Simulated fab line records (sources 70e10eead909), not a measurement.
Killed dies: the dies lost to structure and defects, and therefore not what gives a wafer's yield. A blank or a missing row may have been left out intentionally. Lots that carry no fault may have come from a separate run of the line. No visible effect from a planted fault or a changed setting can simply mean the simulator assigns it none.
Which tool was responsible? || flow nand_harc || Sampling: 11 lots, 33 wafers, 6 of 1159 route steps

WHAT THE GAUGES READ, wafer by wafer
NHARC_P_GATE_CD_MEAS_11 targets a cd of 1640 nm.
{"lot": "L554", "measured": "day 4 03:31", "on": "cd_sem-02", "cd_nm (nm)": "1642.3 1642.6 1644.0"}
{"lot": "L556", "measured": "day 4 21:10", "on": "cd_sem-01", "cd_nm (nm)": "- - -"}
{"lot": "L567", "measured": "day 7 07:35", "on": "cd_sem-03", "cd_nm (nm)": "1642.8 1642.1 1639.9"}
{"lot": "L568", "measured": "day 7 16:03", "on": "cd_sem-02", "cd_nm (nm)": "1635.9 1639.7 1641.1"}
{"lot": "L571", "measured": "day 8 09:05", "on": "cd_sem-01", "cd_nm (nm)": "1640.0 1641.9 1642.7"}
{"lot": "L572", "measured": "day 8 15:43", "on": "cd_sem-01", "cd_nm (nm)": "1642.5 1643.3 1643.6"}
{"lot": "L573", "measured": "day 8 15:34", "on": "cd_sem-03", "cd_nm (nm)": "1641.9 1639.8 1641.6"}
{"lot": "L574", "measured": "day 9 06:32", "on": "cd_sem-02", "cd_nm (nm)": "1642.9 1642.2 1639.9"}
{"lot": "L575", "measured": "day 9 06:43", "on": "cd_sem-03", "cd_nm (nm)": "1642.3 1641.0 1642.2"}
{"lot": "L576", "measured": "day 9 13:47", "on": "cd_sem-03", "cd_nm (nm)": "1641.7 1639.8 1639.9"}
{"lot": "L577", "measured": "day 9 21:28", "on": "cd_sem-02", "cd_nm (nm)": "1636.0 1638.6 1640.5"}

NHARC_END_SORT_01.
{"lot": "L556", "measured": "day 20 09:11", "on": "prober-01", "killed_at_array": "16 15 9", "killed_at_other": "0 1 0", "killed_at_periphery": "661 661 668", "killed_dies": "677 677 677", "killed_open": "3 4 5", "killed_short": "3 2 0"}

WHICH TOOL RAN EACH LOT (tool, then ch and the chambers of the sampled wafers, then the start)
{"lot": "L554", "NHARC_P_ZERO_WELL_ETCH_62": "rie_diel-10 ch 0,1,2, day 2 15:46 or earlier", "NHARC_P_STI_DESCUM_14": "rie_diel-04 ch 0,1,3, day 2 15:46", "NHARC_P_GATE_EXPOSE_08": "krf_scanner-02 ch 0, day 4 03:21", "NHARC_P_GATE_STRIP_101": "rie_diel-11 ch 0,1,3, day 5 04:56"}
{"lot": "L556", "NHARC_P_ZERO_WELL_ETCH_62": "rie_diel-10 ch 0,1, day 3 02:30 or earlier", "NHARC_P_STI_DESCUM_14": "rie_diel-04 ch 0,2,3, day 3 02:30", "NHARC_P_GATE_EXPOSE_08": "krf_scanner-02 ch 0, day 4 21:01", "NHARC_P_GATE_STRIP_101": "rie_diel-11 ch 2,3, day 6 05:29"}
{"lot": "L567", "NHARC_P_ZERO_WELL_ETCH_62": "rie_diel-10 ch 0,2,3, day 5 13:16 or earlier", "NHARC_P_STI_DESCUM_14": "rie_diel-04 ch 2,3, day 5 13:16", "NHARC_P_GATE_EXPOSE_08": "krf_scanner-02 ch 0, day 7 07:26", "NHARC_P_GATE_STRIP_101": "rie_diel-11 ch 0,3, day 8 08:20"}
{"lot": "L568", "NHARC_P_ZERO_WELL_ETCH_62": "rie_diel-01 ch 0,1,2, day 6 00:31 or earlier", "NHARC_P_STI_DESCUM_14": "rie_diel-08 ch 1,2, day 6 00:31", "NHARC_P_GATE_EXPOSE_08": "krf_scanner-04 ch 0, day 7 15:53", "NHARC_P_GATE_STRIP_101": "rie_diel-11 ch 1,2,3, day 8 21:14"}
{"lot": "L571", "NHARC_P_ZERO_WELL_ETCH_62": "rie_diel-01 ch 1,3, day 6 18:47 or earlier", "NHARC_P_STI_DESCUM_14": "rie_diel-04 ch 0,2,3, day 6 18:47", "NHARC_P_GATE_EXPOSE_08": "krf_scanner-01 ch 0, day 8 08:56", "NHARC_P_GATE_STRIP_101": "rie_diel-06 ch 1,2, day 9 11:20"}
{"lot": "L572", "NHARC_P_ZERO_WELL_ETCH_62": "rie_diel-01 ch 1,3, day 7 02:16 or earlier", "NHARC_P_STI_DESCUM_14": "rie_diel-08 ch 1,2,3, day 7 02:16", "NHARC_P_GATE_EXPOSE_08": "krf_scanner-02 ch 0, day 8 15:34", "NHARC_P_GATE_STRIP_101": "rie_diel-11 ch 0,3, day 9 16:35"}
{"lot": "L573", "NHARC_P_ZERO_WELL_ETCH_62": "rie_diel-01 ch 0,2,3, day 7 02:07 or earlier", "NHARC_P_STI_DESCUM_14": "rie_diel-13 ch 2,3, day 7 02:07", "NHARC_P_GATE_EXPOSE_08": "krf_scanner-01 ch 0, day 8 15:25", "NHARC_P_GATE_STRIP_101": "rie_diel-11 ch 0,1, day 9 16:32"}
{"lot": "L574", "NHARC_P_ZERO_WELL_ETCH_62": "rie_diel-03 ch 1,3, day 7 13:46 or earlier", "NHARC_P_STI_DESCUM_14": "rie_diel-08 ch 0,2,3, day 7 13:46", "NHARC_P_GATE_EXPOSE_08": "krf_scanner-04 ch 0, day 9 06:23", "NHARC_P_GATE_STRIP_101": "rie_diel-06 ch 0,2,3, day 10 07:37"}
{"lot": "L575", "NHARC_P_ZERO_WELL_ETCH_62": "rie_diel-10 ch 0,1,2, day 7 13:37 or earlier", "NHARC_P_STI_DESCUM_14": "rie_diel-13 ch 0,1,3, day 7 13:37", "NHARC_P_GATE_EXPOSE_08": "krf_scanner-02 ch 0, day 9 06:34", "NHARC_P_GATE_STRIP_101": "rie_diel-06 ch 1,2,3, day 10 07:59"}
{"lot": "L576", "NHARC_P_ZERO_WELL_ETCH_62": "rie_diel-03 ch 0,3, day 7 23:04 or earlier", "NHARC_P_STI_DESCUM_14": "rie_diel-13 ch 0,3, day 7 23:04", "NHARC_P_GATE_EXPOSE_08": "krf_scanner-01 ch 0, day 9 13:38", "NHARC_P_GATE_STRIP_101": "rie_diel-06 ch 0,1,2, day 10 14:38"}
{"lot": "L577", "NHARC_P_ZERO_WELL_ETCH_62": "rie_diel-03 ch 0,1,2, day 8 07:01 or earlier", "NHARC_P_STI_DESCUM_14": "rie_diel-08 ch 0,1,3, day 8 07:01", "NHARC_P_GATE_EXPOSE_08": "krf_scanner-04 ch 0, day 9 21:19", "NHARC_P_GATE_STRIP_101": "rie_diel-11 ch 0,2,3, day 10 22:44"}
- NHARC_P_ZERO_WELL_ETCH_62: etches the open film in CHF3/Ar, target depth 13 nm, time 6.5 s.
- NHARC_P_STI_DESCUM_14: chemistry O2, time 3 s.
- NHARC_P_GATE_EXPOSE_08: exposes mask P HV.
- NHARC_P_GATE_STRIP_101: strips in O2, time 20 s.

WHAT THE TOOLS THEMSELVES READ (means of the sampled wafers that have a number; where no wafer has one, the mark that the record gives instead)
NHARC_P_ZERO_WELL_ETCH_62.
{"lot": "L554", "tool": "rie_diel-10", "chf3_flow_sccm (sccm)": 50.04, "drypump_motor_current_A (A)": 5.5, "oes_product_au (a.u.)": 0.974, "rf_vpp_V (V)": 371.5, "showerhead_plenum_p_Torr (Torr)": 2.40, "throttle_valve_pct (%)": 20.220}
{"lot": "L556", "tool": "rie_diel-10", "chf3_flow_sccm (sccm)": 49.97, "drypump_motor_current_A (A)": 5.3, "oes_product_au (a.u.)": 0.955, "rf_vpp_V (V)": 372.0, "showerhead_plenum_p_Torr (Torr)": 2.39, "throttle_valve_pct (%)": 20.224}
{"lot": "L567", "tool": "rie_diel-10", "chf3_flow_sccm (sccm)": 49.97, "drypump_motor_current_A (A)": 5.9, "oes_product_au (a.u.)": 0.975, "rf_vpp_V (V)": 370.3, "showerhead_plenum_p_Torr (Torr)": 2.35, "throttle_valve_pct (%)": 20.220}
{"lot": "L568", "tool": "rie_diel-01", "chf3_flow_sccm (sccm)": 50.09, "drypump_motor_current_A (A)": 5.8, "oes_product_au (a.u.)": 0.939, "rf_vpp_V (V)": 369.7, "showerhead_plenum_p_Torr (Torr)": 2.33, "throttle_valve_pct (%)": 20.223}
{"lot": "L571", "tool": "rie_diel-01", "chf3_flow_sccm (sccm)": 50.03, "drypump_motor_current_A (A)": 5.6, "oes_product_au (a.u.)": 0.948, "rf_vpp_V (V)": 368.4, "showerhead_plenum_p_Torr (Torr)": 2.28, "throttle_valve_pct (%)": 20.216}
{"lot": "L572", "tool": "rie_diel-01", "chf3_flow_sccm (sccm)": 50.00, "drypump_motor_current_A (A)": 5.5, "oes_product_au (a.u.)": 0.941, "rf_vpp_V (V)": 369.8, "showerhead_plenum_p_Torr (Torr)": 2.26, "throttle_valve_pct (%)": 20.221}
{"lot": "L573", "tool": "rie_diel-01", "chf3_flow_sccm (sccm)": 49.88, "drypump_motor_current_A (A)": 5.8, "oes_product_au (a.u.)": 0.946, "rf_vpp_V (V)": 371.0, "showerhead_plenum_p_Torr (Torr)": 2.34, "throttle_valve_pct (%)": 20.221}
{"lot": "L574", "tool": "rie_diel-03", "chf3_flow_sccm (sccm)": 49.92, "drypump_motor_current_A (A)": 5.8, "oes_product_au (a.u.)": 0.973, "rf_vpp_V (V)": 368.8, "showerhead_plenum_p_Torr (Torr)": 2.23, "throttle_valve_pct (%)": 20.215}
{"lot": "L575", "tool": "rie_diel-10", "chf3_flow_sccm (sccm)": 49.94, "drypump_motor_current_A (A)": 5.5, "oes_product_au (a.u.)": 0.974, "rf_vpp_V (V)": 371.6, "showerhead_plenum_p_Torr (Torr)": 2.40, "throttle_valve_pct (%)": 20.219}
{"lot": "L576", "tool": "rie_diel-03", "chf3_flow_sccm (sccm)": 49.96, "drypump_motor_current_A (A)": 5.4, "oes_product_au (a.u.)": 0.916, "rf_vpp_V (V)": 371.1, "showerhead_plenum_p_Torr (Torr)": 2.35, "throttle_valve_pct (%)": 20.218}
{"lot": "L577", "tool": "rie_diel-03", "chf3_flow_sccm (sccm)": 50.02, "drypump_motor_current_A (A)": 5.4, "oes_product_au (a.u.)": 0.966, "rf_vpp_V (V)": 368.5, "showerhead_plenum_p_Torr (Torr)": 2.26, "throttle_valve_pct (%)": 20.221}

NHARC_P_STI_DESCUM_14.
{"lot": "L554", "tool": "rie_diel-04", "drypump_motor_current_A (A)": 6.0, "oes_product_au (a.u.)": 0.991, "rf_vpp_V (V)": 56.5, "showerhead_plenum_p_Torr (Torr)": 1.86, "throttle_valve_pct (%)": 11.310}
{"lot": "L556", "tool": "rie_diel-04", "drypump_motor_current_A (A)": 5.9, "oes_product_au (a.u.)": 1.002, "rf_vpp_V (V)": 57.0, "showerhead_plenum_p_Torr (Torr)": 1.82, "throttle_valve_pct (%)": 11.307}
{"lot": "L567", "tool": "rie_diel-04", "drypump_motor_current_A (A)": 5.6, "oes_product_au (a.u.)": 0.996, "rf_vpp_V (V)": 57.2, "showerhead_plenum_p_Torr (Torr)": 1.81, "throttle_valve_pct (%)": 11.317}
{"lot": "L568", "tool": "rie_diel-08", "drypump_motor_current_A (A)": 5.6, "oes_product_au (a.u.)": 1.012, "rf_vpp_V (V)": 57.4, "showerhead_plenum_p_Torr (Torr)": 1.82, "throttle_valve_pct (%)": 11.319}
{"lot": "L571", "tool": "rie_diel-04", "drypump_motor_current_A (A)": 5.9, "oes_product_au (a.u.)": 0.998, "rf_vpp_V (V)": 55.7, "showerhead_plenum_p_Torr (Torr)": 1.82, "throttle_valve_pct (%)": 11.313}
{"lot": "L572", "tool": "rie_diel-08", "drypump_motor_current_A (A)": 6.0, "oes_product_au (a.u.)": 1.009, "rf_vpp_V (V)": 57.2, "showerhead_plenum_p_Torr (Torr)": 1.86, "throttle_valve_pct (%)": 11.311}
{"lot": "L573", "tool": "rie_diel-13", "drypump_motor_current_A (A)": 5.2, "oes_product_au (a.u.)": 0.991, "rf_vpp_V (V)": 58.9, "showerhead_plenum_p_Torr (Torr)": 2.01, "throttle_valve_pct (%)": 11.314}
{"lot": "L574", "tool": "rie_diel-08", "drypump_motor_current_A (A)": 6.1, "oes_product_au (a.u.)": 0.992, "rf_vpp_V (V)": 58.2, "showerhead_plenum_p_Torr (Torr)": 1.92, "throttle_valve_pct (%)": 11.312}
{"lot": "L575", "tool": "rie_diel-13", "drypump_motor_current_A (A)": 5.4, "oes_product_au (a.u.)": 0.986, "rf_vpp_V (V)": 57.4, "showerhead_plenum_p_Torr (Torr)": 1.92, "throttle_valve_pct (%)": 11.302}
{"lot": "L576", "tool": "rie_diel-13", "drypump_motor_current_A (A)": 5.3, "oes_product_au (a.u.)": 0.998, "rf_vpp_V (V)": 58.0, "showerhead_plenum_p_Torr (Torr)": 1.95, "throttle_valve_pct (%)": 11.312}
{"lot": "L577", "tool": "rie_diel-08", "drypump_motor_current_A (A)": 5.8, "oes_product_au (a.u.)": 1.009, "rf_vpp_V (V)": 57.8, "showerhead_plenum_p_Torr (Torr)": 1.93, "throttle_valve_pct (%)": 11.307}

NHARC_P_GATE_STRIP_101.
{"lot": "L554", "tool": "rie_diel-11", "drypump_motor_current_A (A)": 5.5, "oes_product_au (a.u.)": 1.006, "rf_vpp_V (V)": 57.8, "showerhead_plenum_p_Torr (Torr)": 3.60, "throttle_valve_pct (%)": 17.041}
{"lot": "L556", "tool": "rie_diel-11", "drypump_motor_current_A (A)": 5.5, "oes_product_au (a.u.)": 0.999, "rf_vpp_V (V)": 58.5, "showerhead_plenum_p_Torr (Torr)": 3.74, "throttle_valve_pct (%)": 17.037}
{"lot": "L567", "tool": "rie_diel-11", "drypump_motor_current_A (A)": 5.3, "oes_product_au (a.u.)": 1.011, "rf_vpp_V (V)": 58.0, "showerhead_plenum_p_Torr (Torr)": 3.49, "throttle_valve_pct (%)": 17.037}
{"lot": "L568", "tool": "rie_diel-11", "drypump_motor_current_A (A)": 5.6, "oes_product_au (a.u.)": 1.004, "rf_vpp_V (V)": 58.5, "showerhead_plenum_p_Torr (Torr)": 3.71, "throttle_valve_pct (%)": 17.036}
{"lot": "L571", "tool": "rie_diel-06", "drypump_motor_current_A (A)": 5.3, "oes_product_au (a.u.)": 1.012, "rf_vpp_V (V)": 57.8, "showerhead_plenum_p_Torr (Torr)": 3.56, "throttle_valve_pct (%)": 17.041}
{"lot": "L572", "tool": "rie_diel-11", "drypump_motor_current_A (A)": 5.4, "oes_product_au (a.u.)": 1.009, "rf_vpp_V (V)": 58.0, "showerhead_plenum_p_Torr (Torr)": 3.62, "throttle_valve_pct (%)": 17.039}
{"lot": "L573", "tool": "rie_diel-11", "drypump_motor_current_A (A)": 5.6, "oes_product_au (a.u.)": 1.007, "rf_vpp_V (V)": 57.5, "showerhead_plenum_p_Torr (Torr)": 3.56, "throttle_valve_pct (%)": 17.036}
{"lot": "L574", "tool": "rie_diel-06", "drypump_motor_current_A (A)": 5.6, "oes_product_au (a.u.)": 0.996, "rf_vpp_V (V)": 58.3, "showerhead_plenum_p_Torr (Torr)": 3.50, "throttle_valve_pct (%)": 17.032}
{"lot": "L575", "tool": "rie_diel-06", "drypump_motor_current_A (A)": 5.7, "oes_product_au (a.u.)": 1.001, "rf_vpp_V (V)": 59.1, "showerhead_plenum_p_Torr (Torr)": 3.55, "throttle_valve_pct (%)": 17.027}
{"lot": "L576", "tool": "rie_diel-06", "drypump_motor_current_A (A)": 5.6, "oes_product_au (a.u.)": 1.001, "rf_vpp_V (V)": 57.6, "showerhead_plenum_p_Torr (Torr)": 3.46, "throttle_valve_pct (%)": 17.040}
{"lot": "L577", "tool": "rie_diel-11", "drypump_motor_current_A (A)": 5.4, "oes_product_au (a.u.)": 0.998, "rf_vpp_V (V)": 58.5, "showerhead_plenum_p_Torr (Torr)": 3.60, "throttle_valve_pct (%)": 17.042}

THE ANSWER, worked out from the rows above alone
Rule: what is usual is taken from the lots themselves. The widest of any qualifying gaps counts: lots, ordered by their means at a reading, are off when they make up no more than a third of the lots, leave a main group of 4 or more, and stand apart from it by 3 or more times the standard deviation of that group's means. If all means in a main group match to the digits the tables above print for the reading, that group is not used. A lot without any number at a reading at which 4 lots or more have one is off too. The other lots that the step has rows for count as sound. After the gauges, taken in route order, come the tools' own readings; for these a lot's mean is taken, as printed above. At the first step where some lot is off, the reading lying furthest off is the one used; lots without a number count as furthest.
Off: L556, at NHARC_P_GATE_CD_MEAS_11 (cd_nm). Without a number there: L556. For the main group the mean is 1641.2 nm and the standard deviation 1.5.
A tool fits if, at a process step before that reading, it ran every lot that is off, and no sound lot after the first of them. The gauges at NHARC_P_GATE_CD_MEAS_11 are tried like those tools. With no start given for some of its lots, NHARC_P_ZERO_WELL_ETCH_62 uses the hours and lot order of NHARC_P_STI_DESCUM_14. Of those tried, none fits.

WHAT WAS PUT IN BY THE SIMULATOR
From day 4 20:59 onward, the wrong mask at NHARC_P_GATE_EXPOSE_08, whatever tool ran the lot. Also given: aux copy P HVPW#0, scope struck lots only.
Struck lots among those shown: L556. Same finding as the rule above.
